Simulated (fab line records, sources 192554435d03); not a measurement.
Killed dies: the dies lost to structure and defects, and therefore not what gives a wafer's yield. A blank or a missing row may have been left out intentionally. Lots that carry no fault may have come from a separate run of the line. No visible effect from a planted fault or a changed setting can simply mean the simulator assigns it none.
Struck lot and sound lot, side by side	flow n5-finfet	36 steps out of a route of 1938
Sound: the wafers L166.2, L166.4, L166.6. Struck: wafer L157.2. At the end, the cause is stated.
Each step with rows lists, per side, the tool, then ch with its chambers, then its first start. Under that, the readings that differ: sound wafers	struck wafers	difference of the means	sigmas: that difference in standard deviations of wafers without a fault.
alike: readings with means less than 2 such deviations apart, plus words and numbers identical on both sides. not compared: withheld readings, readings lacking a value on some wafer, bounds such as >300 that could conceal the same value, and numbers that have no deviation in the record and whose values overlap.
Wherever a step has rows on one side only, a row that says differs or no value, or a row with sigmas, the two part there. When numbers do not overlap yet have no deviation, they are printed without sigmas and do not part them. A reading missing from all wafers of one side parts the sides only when that side holds two or more wafers.

first, 33 steps without rows for these wafers: N5_BEOL_M4_ANNEAL_95 (time 240 s); N5_BEOL_M4_SPUTTER_96 (material Cu, target thk 4.5 nm, time 8.29 s); N5_BEOL_M4_ECD_50 (material Cu, target thk 300 nm); N5_BEOL_M4_ANNEAL_51 (time 90 s); N5_BEOL_M4_CMP_52 (polishes, stops on SiOC, t overpolish 6.8 s, target thk 40 nm); N5_BEOL_M4_PRE_CLEAN_60 (time 15 s); N5_BEOL_M4_CO_CAP_55 (material Co, precursor CCTBA/H2, target thk 2 nm, time 102.1 s); N5_BEOL_M4_PRE_CLEAN_56 (time 15 s); N5_BEOL_M4_DEP_57 (deposits SiCN from 3MS/NH3, target thk 8 nm, time 14 s); N5_BEOL_M5_ILD_DEP_00 (deposits SiCOH lowk from DEMS/porogen, target thk 140.64 nm, time 25.9 s); N5_BEOL_M5_CURE_79 (cures SiCOH lowk, time 240 s); N5_BEOL_M5_PECVD_70 (deposits SiO2 from TEOS/O2, target thk 16 nm, time 18 s); N5_BEOL_M5_HM_DEP_02 (deposits TiN, target thk 20 nm); N5_BEOL_M5_COAT_59 (time 60 s, resist thk 60 nm); N5_BEOL_M5_COAT_60 (time 60 s, resist thk 12 nm); N5_BEOL_M5_COAT_71 (time 60 s, resist thk 5 nm); N5_BEOL_M5_COAT_05 (resist thk 30 nm); N5_BEOL_M5_EBR_07; N5_BEOL_M5_SOFTBAKE_06 (time 60 s); N5_BEOL_M5_EXPOSE_08 (exposes mask M5, target cd 28 nm); N5_BEOL_M5_PEB_09 (peb time 60 s); N5_BEOL_M5_DEVELOP_10 (develop time 30 s); N5_BEOL_M5_DESCUM_16 (chemistry O2, time 7 s); N5_BEOL_M5_ETCH_72 (etches underlayer in N2/H2, target depth 6.5 nm, time 5.2 s); N5_BEOL_M5_ETCH_61 (etches SiARC in CF4, target depth 15.6 nm, time 26 s); N5_BEOL_M5_ETCH_62 (etches SOC in N2/H2, target depth 75 nm, overetch 15 nm, time 112.5 s); N5_BEOL_M5_STRIP_63 (strips in N2/H2); N5_BEOL_M5_STRIP_73 (strips in N2/H2); N5_BEOL_M5_STRIP_64 (strips in CF4); N5_BEOL_M5_HM_OPEN_17 (chemistry Cl2/BCl3, target TiN, target depth 20 nm, overetch 6 nm); N5_BEOL_M5_STRIP_19 (strips in O2); N5_BEOL_M5_COAT_65 (time 60 s, resist thk 60 nm); N5_BEOL_M5_COAT_66 (time 60 s, resist thk 12 nm).
N5_BEOL_M9_ETCH_66: etches SOC in N2/H2, target depth 80 nm, overetch 16 nm, time 120 s.
  sound on rie-diel-02 ch 0,1,3, day 16 12:38; struck on rie-diel-05 ch 0, day 14 13:26
reading	sound	struck	difference	sigmas
model.CAR-EUV_of_BEOL_M9_COAT_22.thk-nm (nm)	0 0 0	11.2	+11.2	
model.SiARC_of_BEOL_M9_COAT_64.thk-nm (nm)	6.2 6.4 6.4	12	+6	
model.underlayer_of_BEOL_M9_COAT_75.thk-nm (nm)	0 0 0	5	+5	
  not compared: bias-w, chamber-pressure-mTorr, drypump-motor-current-A, oes-product-au, rf-hours-counter-h, rf-vpp-V, showerhead-plenum-p-Torr, throttle-valve-pct
N5_BEOL_M9_VIA_ETCH_34: etches SiCOH lowk in C4F6/O2, target depth 182.4 nm, time 68.4 s.
  sound on rie-diel-02 ch 0,1,3, day 16 12:44; struck on rie-diel-05 ch 0, day 14 13:32
reading	sound	struck	difference	sigmas
oes-product-au (a.u.)	0.84 0.68 0.86	0.27	-0.52	-5
  alike: C4F6_flow_sccm, O2_flow_sccm, drypump-motor-current-A, rf-vpp-V, showerhead-plenum-p-Torr, throttle-valve-pct
  not compared: rf-hours-counter-h
-- a jump in the record: the struck wafers' starts before and after are 3 days apart (it breaks off in module BEOL_M9 and resumes in module PASSIVATION, where the first step shown is number 1936 of the route) --
N5_PASSIVATION_PROBE_49:
  sound: prober-01 at day 19 04:35; struck: prober-01 at day 17 11:37
reading	sound	struck	difference	sigmas
killed_at_M4_up	15 12 16	1107	+1093	+99 or more
killed-dies	94 87 98	1180	+1087	+57
killed-on-rim	11 8 13	152	+141	+36
  alike: killed_at_M0_to_M3, killed-at-contacts, killed-at-front-end, killed-at-other, killed-open, killed-short

## WHERE THEY PART
At N5_BEOL_M9_VIA_ETCH_34 first; at N5_PASSIVATION_PROBE_49 last (within this record only).

WHY: what had been put in by the simulator
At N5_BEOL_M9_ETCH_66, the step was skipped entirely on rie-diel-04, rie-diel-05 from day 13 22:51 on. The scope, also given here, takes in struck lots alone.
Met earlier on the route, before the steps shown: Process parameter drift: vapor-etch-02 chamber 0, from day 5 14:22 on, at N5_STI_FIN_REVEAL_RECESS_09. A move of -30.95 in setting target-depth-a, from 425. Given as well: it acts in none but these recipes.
